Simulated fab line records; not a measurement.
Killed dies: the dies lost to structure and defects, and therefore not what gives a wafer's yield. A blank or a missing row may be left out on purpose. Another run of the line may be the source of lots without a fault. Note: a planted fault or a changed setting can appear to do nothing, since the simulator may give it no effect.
Which tool did it?	flow n5Finfet	Sampling: 10 lots, 26 wafers, 3 of 1938 route steps

== WHAT EACH GAUGE READ, for each wafer ==
N5_BEOL_M9_THK_MEAS_01.
lot	measured	on	M9_ILD_THK (nm)
L349	day 14 05:07	filmMetro-02	258 265 270
L351	day 14 13:07	filmMetro-02	265 269
L353	day 14 13:24	filmMetro-01	96 272
L354	day 15 09:20	filmMetro-01	99 263
L358	day 16 02:41	filmMetro-01	101 267 269
L360	day 16 04:43	filmMetro-02	278 276 273
L364	day 17 14:23	filmMetro-02	270 273
L366	day 17 11:52	filmMetro-02	269 273 274
L368	day 18 15:10	filmMetro-01	268 264 268
L369	day 18 21:53	filmMetro-01	262 265 265

== TOOL THAT RAN EACH LOT (tool first, then ch and the chambers of the sampled wafers, then the start) ==
lot	N5_BEOL_M8_ALD_77	N5_BEOL_M9_ILD_DEP_00
L349	aldMetal-04 ch 1,2,3, day 14 01:14	pecvd-03 ch 0,1, day 14 04:32
L351	aldMetal-01 ch 2,3, day 14 09:44	pecvd-03 ch 0, day 14 12:29
L353	aldMetal-01 ch 0,1, day 14 10:23	pecvd-03 ch 0,1, day 14 12:46
L354	aldMetal-01 ch 1,3, day 15 07:11	pecvd-03 ch 1,2, day 15 08:44
L358	aldMetal-02 ch 0,1,3, day 15 23:37	pecvd-03 ch 0,2, day 16 02:04
L360	aldMetal-01 ch 0,1, day 16 02:20	pecvd-02 ch 0,1, day 16 04:08
L364	aldMetal-04 ch 0,1, day 17 12:09	pecvd-02 ch 0,1, day 17 13:47
L366	aldMetal-04 ch 0,3, day 17 08:16	pecvd-02 ch 0,1, day 17 11:06
L368	aldMetal-02 ch 0,1,2, day 18 12:47	pecvd-04 ch 0,1,2, day 18 14:35
L369	aldMetal-01 ch 0,3, day 18 19:38	pecvd-03 ch 1,2, day 18 21:17
- N5_BEOL_M8_ALD_77: deposits TaN, target thk 2 nm, pulse time 2 s, purge time 3 s.
- N5_BEOL_M9_ILD_DEP_00: deposits SiCOH lowk from DEMS/porogen, target thk 308.51 nm, time 58 s.

== THE ANSWER, worked out from the rows above alone ==
Rule: the usual values come from the lots themselves. Put in order of their means at a reading, lots are off if they are a third of the lots or fewer, leave a main group of 4 or more, and stand apart from it by a gap of 3 or more times the standard deviation of the main group's means; of several such gaps the widest counts. Not used: any main group whose means are identical at the precision the tables above print for the reading. A lot without any number at a reading at which 4 lots or more have one is off too. Any other lot the step has rows for is counted as sound.
Off: L353, L354, L358, at N5_BEOL_M9_THK_MEAS_01 (M9_ILD_THK). The main group has a mean of 269 nm with a standard deviation of 4.1.
A tool fits if, at a process step before that reading, it ran every lot that is off, and no sound lot after the first of them. Those tools and the gauges at N5_BEOL_M9_THK_MEAS_01 are tried in the same way. None of those tried fits.

== WHAT HAD BEEN PUT IN BY THE SIMULATOR ==
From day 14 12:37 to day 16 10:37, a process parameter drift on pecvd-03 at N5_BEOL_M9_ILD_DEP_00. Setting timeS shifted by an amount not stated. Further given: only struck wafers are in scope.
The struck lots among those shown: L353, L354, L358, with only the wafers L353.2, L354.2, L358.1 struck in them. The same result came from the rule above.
